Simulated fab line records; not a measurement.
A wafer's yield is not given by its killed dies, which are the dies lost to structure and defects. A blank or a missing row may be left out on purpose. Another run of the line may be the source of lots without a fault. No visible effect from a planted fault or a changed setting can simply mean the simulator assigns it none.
The tool behind it: which one? | flow nandHarc | 39 wafers from 13 lots sampled at 4 of the route's 1159 steps

## WHAT THE GAUGES READ, wafer by wafer
NHARC_END_SORT_01. Usual: killedAtArray 28, standard deviation 11; killedAtOther 0.7, standard deviation 0.88; killedAtPeriphery 3.1, standard deviation 2.2; killedDies 31, standard deviation 12; killedOpen 3.3, standard deviation 2; killedShort 2.0, standard deviation 1.6.
lot  | measured     | on        | killedAtArray | killedAtOther | killedAtPeriphery | killedDies | killedOpen | killedShort | flag
L308 | day 21 08:29 | prober-01 | 90 32 28      | 0 1 0         | 5 3 2             | 95 36 30   | 4 5 1      | 4 1 1       | 
L311 | day 22 02:26 | prober-02 | 44 33 94      | 1 1 0         | 2 1 2             | 47 35 96   | 5 1 2      | 1 1 0       | 

## EACH LOT AND THE TOOL THAT RAN IT (in order: tool; ch and the chambers of the sampled wafers; start)
lot  | NHARC_A_BLC_ETCH_16               | NHARC_A_BONDPAD_DEGAS_25    | NHARC_HYBRID_BOND_ACTIVATE_00
L301 | rieDiel-01 ch 0,1,3, day 17 08:37 | pvdSputter-01, day 18 04:31 | rieDiel-09 ch 0,1,2, day 18 06:11
L302 | rieDiel-09 ch 0,1,3, day 17 18:02 | pvdSputter-01, day 18 08:20 | rieDiel-11 ch 1,2,3, day 18 10:02
L304 | rieDiel-03 ch 0,3, day 17 18:47   | pvdSputter-03, day 18 08:40 | rieDiel-09 ch 0,1,3, day 18 10:23
L303 | rieDiel-03 ch 1,2, day 17 22:11   | pvdSputter-02, day 18 11:49 | rieDiel-01 ch 0,1,3, day 18 13:32
L305 | rieDiel-03 ch 0,3, day 18 04:05   | pvdSputter-03, day 18 19:57 | rieDiel-09 ch 0,1, day 18 21:54
L307 | rieDiel-03 ch 0,1, day 18 09:43   | pvdSputter-03, day 19 07:20 | rieDiel-11 ch 0,1,3, day 19 09:02
L308 | rieDiel-03 ch 0,1,2, day 19 09:16 | pvdSputter-02, day 20 03:08 | rieDiel-09 ch 0,1, day 20 05:35
L311 | rieDiel-03 ch 1,2,3, day 20 01:16 | pvdSputter-01, day 20 16:42 | rieDiel-09 ch 1,2, day 20 18:23
L316 | rieDiel-09 ch 0,2,3, day 21 03:25 | pvdSputter-01, day 22 09:01 | rieDiel-09 ch 0,2,3, day 22 10:42
L321 | rieDiel-03 ch 0,1, day 22 18:11   | pvdSputter-02, day 23 08:49 | rieDiel-09 ch 1,3, day 23 10:34
L322 | rieDiel-09 ch 1,2,3, day 22 20:01 | pvdSputter-03, day 23 11:28 | rieDiel-09 ch 0,1,3, day 23 13:10
L323 | rieDiel-09 ch 0,2,3, day 22 21:40 | pvdSputter-03, day 23 12:07 | rieDiel-01 ch 0,1,3, day 23 13:47
L320 | rieDiel-03 ch 0,3, day 23 04:17   | pvdSputter-01, day 23 20:38 | rieDiel-09 ch 0,1,2, day 23 22:26
- NHARC_A_BLC_ETCH_16: etches the open film in CF4, target depth 39 nm, time 65 s.
- NHARC_A_BONDPAD_DEGAS_25: time 60 s.
- NHARC_HYBRID_BOND_ACTIVATE_00: chemistry N2, time 60 s.

## AS READ BY THE TOOLS THEMSELVES (means over the sampled wafers that have a number; for cases with no such wafer, the mark the record gives instead)
NHARC_A_BLC_ETCH_16. Usual: drypumpMotorCurrentA 5.6 A, standard deviation 0.44; mfcArSccm 0.016 sccm, standard deviation 0.012; oesProductAu 1.003 a.u., standard deviation 0.013; rfVppV 150.5 V, standard deviation 1.1; showerheadPlenumPTorr 1.71 Torr, standard deviation 0.048; throttleValvePct 13.283 %, standard deviation 0.0092.
lot  | tool       | drypumpMotorCurrentA (A) | mfcArSccm (sccm) | oesProductAu (a.u.) | rfVppV (V) | showerheadPlenumPTorr (Torr) | throttleValvePct (%) | flag
L301 | rieDiel-01 | 5.6                      | 0.015            | 1.004               | 150.5      | 1.71                         | 13.289               | 
L302 | rieDiel-09 | 5.7                      | 0.020            | 1.004               | 150.3      | 1.70                         | 13.281               | 
L304 | rieDiel-03 | 5.9                      | 0.014            | 1.018               | 150.5      | 1.74                         | 13.285               | 
L303 | rieDiel-03 | 5.6                      | 0.018            | 0.999               | 150.7      | 1.69                         | 13.284               | 
L305 | rieDiel-03 | 6.0                      | 0.014            | 1.020               | 150.5      | 1.74                         | 13.284               | 
L307 | rieDiel-03 | 5.7                      | 0.020            | 1.013               | 149.8      | 1.69                         | 13.293               | 
L308 | rieDiel-03 | 5.7                      | 0.018            | 1.011               | 150.7      | 1.73                         | 13.284               | 
L311 | rieDiel-03 | 5.7                      | 0.012            | 1.004               | 151.0      | 1.69                         | 13.277               | 
L316 | rieDiel-09 | 5.7                      | 0.008            | 1.002               | 151.4      | 1.69                         | 13.281               | 
L321 | rieDiel-03 | 5.8                      | 0.020            | 1.014               | 150.4      | 1.69                         | 13.280               | 
L322 | rieDiel-09 | 5.5                      | 0.021            | 0.986               | 151.0      | 1.69                         | 13.284               | 
L323 | rieDiel-09 | 5.7                      | 0.008            | 0.989               | 151.0      | 1.69                         | 13.286               | 
L320 | rieDiel-03 | 6.0                      | 0.014            | 1.019               | 150.9      | 1.74                         | 13.278               | 

NHARC_A_BONDPAD_DEGAS_25. Usual: heaterPowerW 467 W, standard deviation 50.
lot  | tool          | heaterPowerW (W) | flag
L301 | pvdSputter-01 | 493              | 
L302 | pvdSputter-01 | 495              | 
L304 | pvdSputter-03 | 456              | 
L303 | pvdSputter-02 | 488              | 
L305 | pvdSputter-03 | 466              | 
L307 | pvdSputter-03 | 454              | 
L308 | pvdSputter-02 | 478              | 
L311 | pvdSputter-01 | 402              | 
L316 | pvdSputter-01 | 506              | 
L321 | pvdSputter-02 | 468              | 
L322 | pvdSputter-03 | 456              | 
L323 | pvdSputter-03 | 479              | 
L320 | pvdSputter-01 | 450              | 

NHARC_HYBRID_BOND_ACTIVATE_00. Usual: drypumpMotorCurrentA 5.5 A, standard deviation 0.55; mfcArSccm 0.016 sccm, standard deviation 0.016; n2FlowSccm 200.1 sccm, standard deviation 0.64; oesProductAu 0.999 a.u., standard deviation 0.012; rfVppV 63.7 V, standard deviation 0.89; showerheadPlenumPTorr 1.70 Torr, standard deviation 0.043.
lot  | tool       | drypumpMotorCurrentA (A) | mfcArSccm (sccm) | n2FlowSccm (sccm) | oesProductAu (a.u.) | rfVppV (V) | showerheadPlenumPTorr (Torr) | flag
L301 | rieDiel-09 | 5.3                      | 0.015            | 199.9             | 0.997               | 63.9       | 1.70                         | 
L302 | rieDiel-11 | 5.2                      | 0.003            | 199.9             | 0.995               | 63.2       | 1.67                         | 
L304 | rieDiel-09 | 5.7                      | 0.020            | 200.4             | 1.004               | 64.4       | 1.69                         | 
L303 | rieDiel-01 | 5.6                      | 0.015            | 200.4             | 1.001               | 63.9       | 1.71                         | 
L305 | rieDiel-09 | 5.3                      | 0.027            | 200.4             | 1.003               | 63.2       | 1.71                         | 
L307 | rieDiel-11 | 5.5                      | 0.000            | 200.1             | 0.997               | 63.4       | 1.70                         | 
L308 | rieDiel-09 | 5.5                      | 0.013            | 200.0             | 1.005               | 64.7       | 1.71                         | 
L311 | rieDiel-09 | 5.1                      | 0.028            | 199.4             | 0.988               | 63.3       | 1.70                         | 
L316 | rieDiel-09 | 5.8                      | 0.008            | 199.9             | 1.000               | 63.6       | 1.68                         | 
L321 | rieDiel-09 | 6.0                      | 0.026            | 200.1             | 0.993               | 63.4       | 1.68                         | 
L322 | rieDiel-09 | 5.8                      | 0.020            | 200.3             | 1.010               | 63.7       | 1.69                         | 
L323 | rieDiel-01 | 5.6                      | 0.015            | 199.7             | 1.007               | 64.0       | 1.79                         | 
L320 | rieDiel-09 | 5.3                      | 0.015            | 199.6             | 0.998               | 63.4       | 1.70                         | 

## THE ANSWER, worked out from the rows above alone
Rule: a lot is off if the mean of its wafers that have a number lies more than 3 standard deviations from the usual mean. A lot without any number at a reading at which 4 lots or more have one is off too. All remaining lots with rows at the step are treated as sound. After the gauges, taken in route order, come the tools' own readings; for these a lot's mean is taken, as printed above. At the first step where some lot is off, the reading lying furthest off is the one used; lots without a number count as furthest.
Nothing can be told from this: no lot is off at any reading shown.

## WHAT WAS PUT IN BY THE SIMULATOR
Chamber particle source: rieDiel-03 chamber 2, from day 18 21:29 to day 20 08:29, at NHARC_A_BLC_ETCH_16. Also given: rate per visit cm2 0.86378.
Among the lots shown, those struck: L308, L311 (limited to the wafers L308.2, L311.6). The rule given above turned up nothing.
